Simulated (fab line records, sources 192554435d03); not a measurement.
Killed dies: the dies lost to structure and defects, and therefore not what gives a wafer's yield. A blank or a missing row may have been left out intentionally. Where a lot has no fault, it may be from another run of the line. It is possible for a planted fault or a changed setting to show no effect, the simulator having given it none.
Split-lot experiment | flow n5-finfet | 39 wafers read from 7 lots, route of 1938 steps

== THE SPLIT ITSELF ==
At N5_BEOL_M14_ILD_DEP_00 (deposits SiO2 from TEOS/O2, target thk 1119.3 nm, time 237.4 s), the setting target-thk-a was moved away from the recipe's 11193 angstrom on 15 of the 39 wafers read, by -55.1% to +27.0%. All remaining wafers had this setting at the recipe value.

Split to reading: the file shows no intervening step.

== THE READING ==
At N5_BEOL_M14_THK_MEAS_01: M14_ILD_THK, given in nm. A value of 1116 nm with a standard deviation of 16 nm is what fault-free wafers of this fab line usually give.

wafer  | tool, chamber at the split | target-thk-a as run, angstrom | against the recipe | M14_ILD_THK, nm | against lot-mates on the recipe
L077.1 | pecvd-01, 0                | 11193                         | recipe             | 1115            | -
L077.2 | pecvd-01, 1                | 11193                         | recipe             | 1109            | -
L077.3 | pecvd-01, 2                | 11193                         | recipe             | 1107            | -
L077.4 | pecvd-01, 2                | 11193                         | recipe             | 1123            | -
L077.5 | pecvd-01, 0                | 11193                         | recipe             | 1115            | -
L077.6 | pecvd-01, 1                | 11193                         | recipe             | 1108            | -
L085.1 | pecvd-01, 0                | 11193                         | recipe             | 1091            | -
L085.2 | pecvd-01, 1                | 5849                          | -47.7%             | 575             | -523
L085.3 | pecvd-01, 2                | 5849                          | -47.7%             | 566             | -532
L085.4 | pecvd-01, 0                | 11193                         | recipe             | 1109            | -
L085.5 | pecvd-01, 2                | 11193                         | recipe             | 1094            | -
L085.6 | pecvd-01, 1                | 5849                          | -47.7%             | 569             | -529
L084.1 | pecvd-01, 0                | 5028                          | -55.1%             | 500             | -610
L084.2 | pecvd-01, 1                | 11193                         | recipe             | 1111            | -
L084.3 | pecvd-01, 2                | 11193                         | recipe             | 1091            | -
L084.4 | pecvd-01, 0                | 11193                         | recipe             | 1128            | -
L084.5 | pecvd-01, 2                | 5028                          | -55.1%             | 500             | -610
L084.6 | pecvd-01, 1                | 5028                          | -55.1%             | 509             | -601
L088.1 | pecvd-01, 0                | 9407                          | -16.0%             | 927             | -209
L088.2 | pecvd-01, 2                | 9407                          | -16.0%             | 927             | -209
L088.3 | pecvd-01, 1                | 9407                          | -16.0%             | 934             | -202
L088.4 | pecvd-01, 1                | 11193                         | recipe             | 1149            | -
L088.5 | pecvd-01, 0                | 11193                         | recipe             | 1136            | -
L088.6 | pecvd-01, 2                | 11193                         | recipe             | 1123            | -
L092.1 | pecvd-02, 2                | 7432                          | -33.6%             | 737             | -392
L092.2 | pecvd-02, 0                | 7432                          | -33.6%             | 749             | -380
L092.3 | pecvd-02, 1                | 11193                         | recipe             | 1136            | -
L092.4 | pecvd-02, 1                | 7432                          | -33.6%             | 769             | -360
L092.5 | pecvd-02, 0                | 11193                         | recipe             | 1133            | -
L092.6 | pecvd-02, 2                | 11193                         | recipe             | 1119            | -
L091.1 | pecvd-04, 1                | 11193                         | recipe             | 1124            | -
L091.5 | pecvd-04, 0                | 11193                         | recipe             | 1129            | -
L091.6 | pecvd-04, 1                | 11193                         | recipe             | 1140            | -
L093.1 | pecvd-01, 1                | 11193                         | recipe             | 1112            | -
L093.2 | pecvd-01, 2                | 14210                         | +27.0%             | 1403            | +272
L093.3 | pecvd-01, 0                | 14210                         | +27.0%             | 1443            | +312
L093.4 | pecvd-01, 2                | 11193                         | recipe             | 1123            | -
L093.5 | pecvd-01, 0                | 11193                         | recipe             | 1158            | -
L093.6 | pecvd-01, 1                | 14210                         | +27.0%             | 1437            | +306

FIT RESULTS
A straight line over all 39 wafers: M14_ILD_THK changes by +11.3 nm for each +1% of target-thk-a; r = +1.00; the points scatter about the line by 16 nm.
The same after taking each lot's own level away (the mean of its wafers on the recipe; 39 wafers): +11.1 nm for each +1%; r = +1.00; scatter 14 nm.
On that fit, the largest move of target-thk-a shifts the reading by 6.1e+02 nm.
Measured against the standard deviation above, the lots' own levels, which go from 1098.0 to 1136.0 nm, span 2.4 times it.
So the lot-to-lot level changes the slope little: the two slopes agree.
Check: for one of the wafers moved furthest among these (-55.1%), held out of the fit, the line's prediction against its lot-mates is -614 nm. Against them it came out at -610 nm.

== OTHER SPLITS ON THESE WAFERS ==
Other splits were also applied to these wafers ahead of the reading. Each is held against what the fit with the lots' levels taken away leaves over:
other split on the same wafers | wafers away from the commonest value | r with M14_ILD_THK (lot level and that fit taken away)
N5_BEOL_M11_ETCH_62 time-s     | 15                                   | -0.19

== THE WHOLE CHAIN: every reading that the file lists as answering this split, in the file's order ==
step                    | what it does                                                   | reading                                                                             | change (the file's fit)              | r (the file's)
N5_BEOL_M14_ILD_DEP_00  | deposits SiO2 from TEOS/O2, target thk 1119.3 nm, time 237.4 s | SiO2_of_BEOL_M14_ILD_DEP_00.thk-nm (the simulator's own value, which no gauge read) | +11.1 nm for each +1% of the setting | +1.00
N5_BEOL_M14_THK_MEAS_01 |                                                                | M14_ILD_THK                                                                         | +11.1 for each +1% of the setting    | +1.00
N5_BEOL_M14_VIA_ETCH_16 | etches SiO2 in C4F8/O2/Ar, target depth 1231.3 nm              | etch.depth-nm (the simulator's own value, which no gauge read)                      | +11.1 nm for each +1% of the setting | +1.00
N5_BEOL_M14_VIA_ETCH_16 | etches SiO2 in C4F8/O2/Ar, target depth 1231.3 nm              | coat_of_BEOL_M14_COAT_04.thk-nm (the simulator's own value, which no gauge read)    | -2.57 nm for each +1% of the setting | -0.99

== FILE'S OWN FIT ==
M14_ILD_THK changes by +11.1 nm for each +1% of target-thk-a, r = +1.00.
